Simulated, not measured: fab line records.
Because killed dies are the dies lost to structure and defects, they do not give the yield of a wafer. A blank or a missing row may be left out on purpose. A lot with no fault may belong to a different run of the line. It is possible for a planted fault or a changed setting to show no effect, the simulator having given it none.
Comparing a struck lot with a sound one -- flow nand harc -- 13 steps out of a route of 1302
Sound: the wafers L772.1, L772.2, L772.3. Wafers struck: L768.1, L768.4, L768.5. The cause is named last.
Order at every step that has rows: each side's tool, ch and its chambers, its first start. Under that, the readings that differ: sound wafers -- struck wafers -- difference of the means -- sigmas: that difference in standard deviations of wafers without a fault.
alike: words and numbers the same on both sides, and readings whose means are apart by under 2 such deviations; not compared: readings that were withheld, readings missing a value for some wafer, numbers with overlapping values and no deviation given by the record, and bounds like >300 which may hide the same value.
A row with sigmas, a row that says differs or no value, or rows on one side alone: a step with any of these is where the two part. Numbers that have no deviation but don't overlap get no sigmas and don't part them. A reading that every wafer of one side lacks parts them only if that side has two wafers or more.

first, 1 step without rows for these wafers: NHARC_P_M0_SRD_25.
NHARC_P_M0_INSPECT_27:
  sound on defect inspect-02, day 14 20:58; struck on defect inspect-02, day 13 02:10
  alike: raw defect count
NHARC_P_M0_PRE_CLEAN_31: time 12 s.
  sound on pecvd-01 ch 0,1,2, day 14 21:02; struck on pecvd-04 ch 0,1,2, day 13 02:14
  alike: heater power w
NHARC_P_M0_DEP_32: deposits SiCN, target thk 30 nm.
  sound on pecvd-01 ch 0,1,2, day 14 21:07; struck on pecvd-04 ch 0,1,2, day 13 02:19
  alike: heater power w
then, 7 steps without rows for these wafers: NHARC_P_M1_DEP_00 (deposits SiOC, target thk 182.5 nm); NHARC_P_M1_DEHYDRATE_01 (time 120 s); NHARC_P_M1_HMDS_02 (time 30 s); NHARC_P_M1_COAT_34 (time 65 s); NHARC_P_M1_COAT_03 (resist thk 90 nm); NHARC_P_M1_SOFTBAKE_04 (time 55 s); NHARC_P_M1_EBR_05.
NHARC_P_M1_EXPOSE_06: exposes mask P M1, target cd 130 nm.
  struck on arfi scanner-01, day 13 03:25; sound on arfi scanner-01 ch 0, day 14 22:14
  no value came back on the struck wafers for exposure dose mJ cm2, focus offset nm (nm), na; on the sound wafers exposure dose mJ cm2 reads 81.89 82.00 82.07
  alike: mask
then, 1 step without rows for these wafers: NHARC_P_M1_PEB_07 (peb time 65 s).

== WHERE THEY PART ==
Only at NHARC_P_M1_EXPOSE_06, within this record.

WHY: what had been put in by the simulator
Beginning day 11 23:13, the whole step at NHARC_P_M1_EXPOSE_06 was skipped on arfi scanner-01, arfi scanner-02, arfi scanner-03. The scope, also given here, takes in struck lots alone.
